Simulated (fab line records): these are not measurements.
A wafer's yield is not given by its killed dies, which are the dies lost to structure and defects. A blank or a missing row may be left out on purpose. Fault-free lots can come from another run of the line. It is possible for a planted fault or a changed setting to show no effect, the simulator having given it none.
Chamber matching | flow n5Finfet | rieDiel-04 running N5_BEOL_M0_CUTY_ETCH_63: 4 sister chambers
The step etches SOC in N2/H2, target depth 82.7 nm, overetch 16.5 nm, time 124 s. 16 wafers are shown with their chamber, then 8 later ones without.

WAFERS PAIRED WITH THEIR CHAMBERS
wafer  | chamber | drypumpMotorCurrentA (A) | throttleValvePct (%) | showerheadPlenumPTorr (Torr)
L074.3 | 1       | 6.3                      | 17.88                | 2.62
L074.4 | 3       | 6.6                      | 17.54                | 2.62
L074.6 | 0       | 5.8                      | 17.52                | 2.49
L075.1 | 3       | 6.5                      | 17.53                | 2.62
L075.3 | 1       | 6.4                      | 17.89                | 2.62
L075.6 | 2       | 4.9                      | 17.41                | 2.56
L077.3 | 1       | 6.4                      | 17.91                | 2.61
L077.5 | 3       | 6.6                      | 17.56                | 2.62
L077.6 | 1       | 6.3                      | 17.90                | 2.62
L083.2 | 2       | 4.9                      | 17.43                | 2.56
L083.3 | 3       | 6.5                      | 17.55                | 2.61
L083.4 | 0       | 5.7                      | 17.53                | 2.48
L084.2 | 3       | 6.6                      | 17.56                | 2.61
L084.4 | 2       | 4.9                      | 17.45                | 2.56
L084.5 | 0       | 5.7                      | 17.54                | 2.48
L092.1 | 1       | 6.3                      | 17.94                | 2.60

SIGNATURES (averages over the wafers above)
reading               | chamber 0 | chamber 1 | chamber 2 | chamber 3 | scatter within a chamber
drypumpMotorCurrentA  | 5.733     | 6.340     | 4.900     | 6.560     | 0.0506
throttleValvePct      | 17.5300   | 17.9040   | 17.4300   | 17.5480   | 0.0178
showerheadPlenumPTorr | 2.4833    | 2.6140    | 2.5600    | 2.6160    | 0.0065
Rule: a wafer lies at a distance from a chamber equal to the root of the sum of squares, over the readings, of (its reading less the chamber's mean, divided by the reading's scatter). If the next closest chamber is less than 2 further off than the closest, the wafer can't be placed; otherwise it belongs to the closest. The scatter: the root of (the sum of the squares of (reading less its chamber's mean) over the shown wafers, divided by (wafers less chambers)).

WAFERS WHOSE CHAMBER IS MISSING
wafer  | drypumpMotorCurrentA (A) | throttleValvePct (%) | showerheadPlenumPTorr (Torr)
L092.4 | 6.6                      | 17.58                | 2.61
L092.6 | 5.8                      | 17.56                | 2.48
L093.1 | 4.9                      | 17.47                | 2.55
L093.5 | 5.7                      | 17.58                | 2.48
L093.6 | 6.4                      | 17.93                | 2.60
L095.2 | 4.9                      | 17.48                | 2.55
L095.3 | 6.6                      | 17.59                | 2.60
L095.5 | 6.3                      | 17.95                | 2.60

WHICH CHAMBER EACH WENT THROUGH
wafer  | from the rows above | in truth
L092.4 | 3                   | 3
L092.6 | 0                   | 0
L093.1 | 2                   | 2
L093.5 | 0                   | 0
L093.6 | 1                   | 1
L095.2 | 2                   | 2
L095.3 | 3                   | 3
L095.5 | 1                   | 1
Correctly placed: 8 of 8. Left unplaced by these rows: 0. Number placed wrongly: 0.
